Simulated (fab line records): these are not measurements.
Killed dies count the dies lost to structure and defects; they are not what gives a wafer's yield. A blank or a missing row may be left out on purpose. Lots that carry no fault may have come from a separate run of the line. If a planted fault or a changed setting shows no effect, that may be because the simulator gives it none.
8D (eight disciplines) problem report, filled in by code | flow n5_finfet | the parts of the form that need people (team, actions taken, sign-off) are left out

## 1. WHAT WENT WRONG
At N5_STI_FIN_REVEAL_FIN_H_MEAS_10, trench_depth_nm averages 47.2 nm over 3 wafers from 3 lots, while fault-free wafers read 52.0 nm, standard deviation 0.58. That is -8.3 standard deviations from the usual mean.
Earliest sighting: wafer L990.4 on ocd-01 at day 6 13:24. The record holds 34 wafers of 12 lots with a number at this step. Rule for "out", or "out of limits": more than 4 standard deviations from the usual mean. The other wafers with a number count as sound.

## 2. WHAT IT IS, AND WHAT IT ISN'T
question                    | is                     | is not
which readings at this step | trench_depth_nm        | -
which lots                  | L990, L994, L995       | L974, L977, L978, L983, L984, L986, L987, L988, L989
which wafers of those lots  | L990.4, L994.1, L995.3 | L990.3, L990.5, L995.1, L995.6
read on which gauges        | ocd-01, ocd-02         | -
when                        | from day 6 13:24       | up to then (29 sound wafers); but 2 sound wafers of L995 came after

## 3. WHAT RULES OUT EACH SUSPECT
Counting: a tool at a process step up to the reading stays a suspect if it ran every lot that is out. Sound lots after the first of them don't rule it out here, since some wafers of a struck lot are sound.
- ruled out: the gauge at N5_STI_FIN_REVEAL_FIN_H_MEAS_10. Those wafers that are out were read across 2 gauges (ocd-01, ocd-02).
- ald_sin-02 at N5_STI_FIN_REVEAL_ALD_14 (deposits Si3N4, target thk 3 nm): kept. Ran every lot that is out, first one L990 (day 6 04:49); last sound lot up to then L988 (day 5 15:40).
- vapor_etch-01 at N5_STI_FIN_REVEAL_RECESS_09 (chemistry HF/NH3, target SiO2, afs cycles 11, target depth 42.5 nm, sublimation time 60 s): kept. Ran every lot that is out, first one L990 (day 6 11:14); last sound lot up to then L989 (day 6 05:25).
- Within vapor_etch-01 at N5_STI_FIN_REVEAL_RECESS_09, the wafers that are out were processed in chamber 0 and their sound lot-mates in chamber 1.
What counting leaves: ald_sin-02 at N5_STI_FIN_REVEAL_ALD_14 and vapor_etch-01 at N5_STI_FIN_REVEAL_RECESS_09.

## 4. THE CAUSE (what the simulator had put in)
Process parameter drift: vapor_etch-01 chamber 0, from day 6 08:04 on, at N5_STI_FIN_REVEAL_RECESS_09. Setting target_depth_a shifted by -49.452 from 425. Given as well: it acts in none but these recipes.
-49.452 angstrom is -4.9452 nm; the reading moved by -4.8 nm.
After counting, 2 suspects remain, this tool included.

## 5. SEQUENCE OF EFFECTS, ordered by route
Each row: a reading where the mean over the struck wafers with a number is more than 3 standard deviations away from the usual. Only readings for which the record gives a usual standard deviation are gone through. hours: the time from each lot's start at the first step in this table that gives one to its start at this step, as a median over the lots. sigmas: the change in usual standard deviations.
hours | step                            | reading         | usual   | on struck wafers | change | sigmas
0     | N5_STI_FIN_REVEAL_FIN_H_MEAS_10 | trench_depth_nm | 52.0 nm | 47.2             | -4.8   | -8.3

## 6. HOW IT WOULD HAVE BEEN CAUGHT EARLIER
In this record the first reading out of limits at a measuring or inspecting step was taken at day 6 13:24, 5 hours after the fault began at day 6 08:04.
No tool reading at N5_STI_FIN_REVEAL_RECESS_09 that has a usual standard deviation in the record was out on any struck wafer, so an alarm limit of 4 standard deviations on those readings would not have fired.
Of the lots that are out (3), L994, L995 began N5_STI_FIN_REVEAL_RECESS_09 on vapor_etch-01 after day 6 13:24. A hold on the tool at that time would have spared those 2.
